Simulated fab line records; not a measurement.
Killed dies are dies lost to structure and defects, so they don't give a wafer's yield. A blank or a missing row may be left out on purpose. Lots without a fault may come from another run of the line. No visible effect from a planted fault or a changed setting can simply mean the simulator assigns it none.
Shared-tool check || flow n5 finfet || 9 lots and 25 wafers in the sample

== WHY IT WAS OPENED ==
2 of 9 lots carry a flag on the reading M13_RS at N5_BEOL_M13_RS_MEAS_54. Wafers without a fault read 0.0448 ohm/sq, standard deviation 0.00072.
Rule: a lot gets a flag if all its wafers with a number sit over 4 standard deviations from that mean, or if no wafer of it has a number. The rest of the lots are taken to be sound.

{"lot": "L734", "measured": "day 12 20:46", "on": "film metro-02", "M13_RS (ohm/sq), wafer by wafer": "55.297 57.054 56.009", "flag": "FLAGGED"}
{"lot": "L732", "measured": "day 12 23:41", "on": "film metro-01", "M13_RS (ohm/sq), wafer by wafer": "56.928 56.392 56.249", "flag": "FLAGGED"}
{"lot": "L736", "measured": "day 14 01:57", "on": "film metro-02", "M13_RS (ohm/sq), wafer by wafer": "0.0465 0.0454 0.0466", "flag": ""}
{"lot": "L742", "measured": "day 15 04:52", "on": "film metro-02", "M13_RS (ohm/sq), wafer by wafer": "0.0450 0.0447", "flag": ""}
{"lot": "L743", "measured": "day 15 14:16", "on": "film metro-01", "M13_RS (ohm/sq), wafer by wafer": "0.0454 0.0467", "flag": ""}
{"lot": "L744", "measured": "day 15 18:03", "on": "film metro-01", "M13_RS (ohm/sq), wafer by wafer": "0.0450 0.0448 0.0451", "flag": ""}
{"lot": "L745", "measured": "day 16 00:23", "on": "film metro-01", "M13_RS (ohm/sq), wafer by wafer": "0.0442 0.0449 0.0452", "flag": ""}
{"lot": "L746", "measured": "day 16 01:28", "on": "film metro-02", "M13_RS (ohm/sq), wafer by wafer": "0.0462 0.0464 0.0441", "flag": ""}
{"lot": "L747", "measured": "day 16 21:19", "on": "film metro-02", "M13_RS (ohm/sq), wafer by wafer": "0.0433 0.0449 0.0445", "flag": ""}
Averaged over the flagged lots the numbers come to 56.3215 ohm/sq, +56.2767 ohm/sq from the usual (+99 or more standard deviations).

== EACH LOT AND THE TOOL IT RAN ON ==
Before the reading, the record contains 3 process steps out of a 1938-step route. In each cell: the tool, then ch and the chambers that the sampled wafers went through, then the start.
{"lot": "L734", "flag": "FLAGGED", "N5_BEOL_M13_STRIP_63": "plasma asher-01 ch 0,1, day 12 16:26", "N5_BEOL_M13_STRIP_37": "plasma asher-02 ch 0,1, day 12 17:41", "N5_BEOL_M13_SPUTTER_45": "pvd sputter-02, day 12 19:41"}
{"lot": "L732", "flag": "FLAGGED", "N5_BEOL_M13_STRIP_63": "plasma asher-01 ch 0,1, day 12 20:24", "N5_BEOL_M13_STRIP_37": "plasma asher-01 ch 0,1, day 12 21:46", "N5_BEOL_M13_SPUTTER_45": "pvd sputter-02, day 12 22:41"}
{"lot": "L736", "flag": "", "N5_BEOL_M13_STRIP_63": "plasma asher-01 ch 0,1, day 13 19:32", "N5_BEOL_M13_STRIP_37": "plasma asher-02 ch 0,1, day 13 20:46", "N5_BEOL_M13_SPUTTER_45": "pvd sputter-03, day 14 00:51"}
{"lot": "L742", "flag": "", "N5_BEOL_M13_STRIP_63": "plasma asher-02 ch 0,1, day 15 01:38", "N5_BEOL_M13_STRIP_37": "plasma asher-02 ch 0,1, day 15 03:05", "N5_BEOL_M13_SPUTTER_45": "pvd sputter-03, day 15 03:50"}
{"lot": "L743", "flag": "", "N5_BEOL_M13_STRIP_63": "plasma asher-02 ch 0,1, day 15 07:51", "N5_BEOL_M13_STRIP_37": "plasma asher-01 ch 0,1, day 15 09:07", "N5_BEOL_M13_SPUTTER_45": "pvd sputter-03, day 15 13:07"}
{"lot": "L744", "flag": "", "N5_BEOL_M13_STRIP_63": "plasma asher-02 ch 0,1, day 15 14:05", "N5_BEOL_M13_STRIP_37": "plasma asher-02 ch 0,1, day 15 15:19", "N5_BEOL_M13_SPUTTER_45": "pvd sputter-02, day 15 17:01"}
{"lot": "L745", "flag": "", "N5_BEOL_M13_STRIP_63": "plasma asher-01 ch 0,1, day 15 19:41", "N5_BEOL_M13_STRIP_37": "plasma asher-01 ch 0,1, day 15 21:05", "N5_BEOL_M13_SPUTTER_45": "pvd sputter-02, day 15 23:23"}
{"lot": "L746", "flag": "", "N5_BEOL_M13_STRIP_63": "plasma asher-01 ch 0,1, day 15 20:20", "N5_BEOL_M13_STRIP_37": "plasma asher-02 ch 1, day 15 21:53", "N5_BEOL_M13_SPUTTER_45": "pvd sputter-02, day 16 00:12"}
{"lot": "L747", "flag": "", "N5_BEOL_M13_STRIP_63": "plasma asher-01 ch 0,1, day 16 18:25", "N5_BEOL_M13_STRIP_37": "plasma asher-01 ch 0,1, day 16 19:43", "N5_BEOL_M13_SPUTTER_45": "pvd sputter-01, day 16 20:16"}
What these steps do:
- N5_BEOL_M13_STRIP_63: strips in N2/H2.
- N5_BEOL_M13_STRIP_37: strips in N2/H2.
- N5_BEOL_M13_SPUTTER_45: material Cu, target thk 80 nm, time 13.33 s.
- N5_BEOL_M13_RS_MEAS_54: measures by four-point-probe.

== FLAGGED OVER TOTAL, TOOL BY TOOL (the gauges that took the reading come last) ==
{"step": "N5_BEOL_M13_STRIP_63", "tool": "plasma asher-01", "lots run": 6, "flagged": 2, "share of the flagged lots": "all", "sound lots run after its first flagged lot": "4 (L736,L745,L746,L747)"}
{"step": "N5_BEOL_M13_STRIP_63", "tool": "plasma asher-02", "lots run": 3, "flagged": 0, "share of the flagged lots": "none", "sound lots run after its first flagged lot": "-"}
{"step": "N5_BEOL_M13_STRIP_37", "tool": "plasma asher-01", "lots run": 4, "flagged": 1, "share of the flagged lots": "some", "sound lots run after its first flagged lot": "3 (L743,L745,L747)"}
{"step": "N5_BEOL_M13_STRIP_37", "tool": "plasma asher-02", "lots run": 5, "flagged": 1, "share of the flagged lots": "some", "sound lots run after its first flagged lot": "4 (L736,L742,L744,L746)"}
{"step": "N5_BEOL_M13_SPUTTER_45", "tool": "pvd sputter-01", "lots run": 1, "flagged": 0, "share of the flagged lots": "none", "sound lots run after its first flagged lot": "-"}
{"step": "N5_BEOL_M13_SPUTTER_45", "tool": "pvd sputter-02", "lots run": 5, "flagged": 2, "share of the flagged lots": "all", "sound lots run after its first flagged lot": "3 (L744,L745,L746)"}
{"step": "N5_BEOL_M13_SPUTTER_45", "tool": "pvd sputter-03", "lots run": 3, "flagged": 0, "share of the flagged lots": "none", "sound lots run after its first flagged lot": "-"}
{"step": "N5_BEOL_M13_RS_MEAS_54", "tool": "film metro-01", "lots run": 4, "flagged": 1, "share of the flagged lots": "some", "sound lots run after its first flagged lot": "3 (L743,L744,L745)"}
{"step": "N5_BEOL_M13_RS_MEAS_54", "tool": "film metro-02", "lots run": 5, "flagged": 1, "share of the flagged lots": "some", "sound lots run after its first flagged lot": "4 (L736,L742,L746,L747)"}

== WHAT IS ALLOWED BY THE TABLE ==
In 2 table rows, all flagged lots were run: plasma asher-01 (N5_BEOL_M13_STRIP_63), pvd sputter-02 (N5_BEOL_M13_SPUTTER_45).
- plasma asher-01 at N5_BEOL_M13_STRIP_63 ran 6 lots, 2 of them flagged. Lots that were sound ran on it after the first flagged one (L736, L745, L746, L747); a persistent fault on the entire tool would not allow that.
- pvd sputter-02 at N5_BEOL_M13_SPUTTER_45 ran 5 lots, 2 of them flagged. Lots that were sound ran on it after the first flagged one (L744, L745, L746); a persistent fault on the entire tool would not allow that. On the flagged lots its readings are blank where sound lots have values: bias v, cathode dc power W, chuck sensor temp C, throttle valve pct.
Every row of the table either missed a flagged lot or ran a sound lot after the first.

== WHAT THE SIMULATOR PUT IN ==
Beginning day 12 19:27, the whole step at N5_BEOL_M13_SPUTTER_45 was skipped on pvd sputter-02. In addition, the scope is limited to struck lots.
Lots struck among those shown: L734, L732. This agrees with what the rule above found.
